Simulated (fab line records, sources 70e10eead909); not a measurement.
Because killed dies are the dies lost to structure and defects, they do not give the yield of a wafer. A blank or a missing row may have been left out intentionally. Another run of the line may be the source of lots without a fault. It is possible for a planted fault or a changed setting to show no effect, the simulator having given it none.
Chamber matching + flow nand harc + NHARC_A_STAIRCASE_TRIM_220 on rie diel-01 has 4 sister chambers
The step chemistry O2, time 211.2 s. 14 wafers are shown with their chamber, then 7 later ones without.

WAFERS, EACH WITH ITS CHAMBER
| wafer  | chamber | showerhead plenum p Torr (Torr) | drypump motor current A (A) | oes product au (a.u.) |
|--------|---------|---------------------------------|-----------------------------|-----------------------|
| L074.1 | 3       | 3.78                            | 5.9                         | 0.997                 |
| L074.2 | 0       | 3.41                            | 5.7                         | 0.994                 |
| L074.3 | 1       | 3.45                            | 5.4                         | 0.999                 |
| L076.3 | 0       | 3.41                            | 5.7                         | 0.994                 |
| L076.5 | 2       | 3.28                            | 6.1                         | 1.003                 |
| L076.6 | 3       | 3.78                            | 5.9                         | 1.001                 |
| L080.1 | 1       | 3.45                            | 5.4                         | 1.000                 |
| L080.2 | 3       | 3.77                            | 5.9                         | 0.999                 |
| L080.4 | 0       | 3.40                            | 5.6                         | 1.002                 |
| L081.2 | 3       | 3.77                            | 5.9                         | 1.003                 |
| L081.3 | 0       | 3.40                            | 5.7                         | 1.005                 |
| L081.6 | 1       | 3.44                            | 5.4                         | 0.985                 |
| L084.2 | 0       | 3.39                            | 5.7                         | 1.000                 |
| L084.4 | 1       | 3.44                            | 5.4                         | 1.000                 |

SIGNATURES, as means of the wafers listed above
| reading                  | chamber 0 | chamber 1 | chamber 2 | chamber 3 | scatter within a chamber |
|--------------------------|-----------|-----------|-----------|-----------|--------------------------|
| showerhead plenum p Torr | 3.4020    | 3.4450    | 3.2800    | 3.7750    | 0.00693                  |
| drypump motor current A  | 5.680     | 5.400     | 6.100     | 5.900     | 0.0283                   |
| oes product au           | 0.99900   | 0.99600   | 1.00300   | 1.00000   | 0.00527                  |
Rule: a wafer lies at a distance from a chamber equal to the root of the sum of squares, over the readings, of (its reading less the chamber's mean, divided by the reading's scatter). The wafer belongs to the nearest chamber; if the next one is less than 2 further off, it can't be placed. The scatter: the root of (the sum of the squares of (reading less its chamber's mean) over the shown wafers, divided by (wafers less chambers)).

WAFERS MISSING THEIR CHAMBER
| wafer  | showerhead plenum p Torr (Torr) | drypump motor current A (A) | oes product au (a.u.) |
|--------|---------------------------------|-----------------------------|-----------------------|
| L084.6 | 3.79                            | 6.1                         | 1.003                 |
| L093.1 | 3.74                            | 6.0                         | 1.000                 |
| L093.3 | 3.77                            | 6.1                         | 1.000                 |
| L093.5 | 3.77                            | 6.1                         | 1.002                 |
| L095.1 | 3.77                            | 6.1                         | 1.012                 |
| L095.4 | 3.37                            | 5.7                         | 1.009                 |
| L095.5 | 3.37                            | 5.7                         | 1.002                 |

WHICH CHAMBER EACH WENT THROUGH
| wafer  | from the rows above | in truth                   |
|--------|---------------------|----------------------------|
| L084.6 | 3                   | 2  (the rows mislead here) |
| L093.1 | 3                   | 3                          |
| L093.3 | 3                   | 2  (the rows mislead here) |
| L093.5 | 3                   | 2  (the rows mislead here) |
| L095.1 | 3                   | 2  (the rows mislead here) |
| L095.4 | 0                   | 0                          |
| L095.5 | 0                   | 0                          |
Correct placement for 3 of the 7. Left unplaced by these rows: 0. Number placed wrongly: 4.
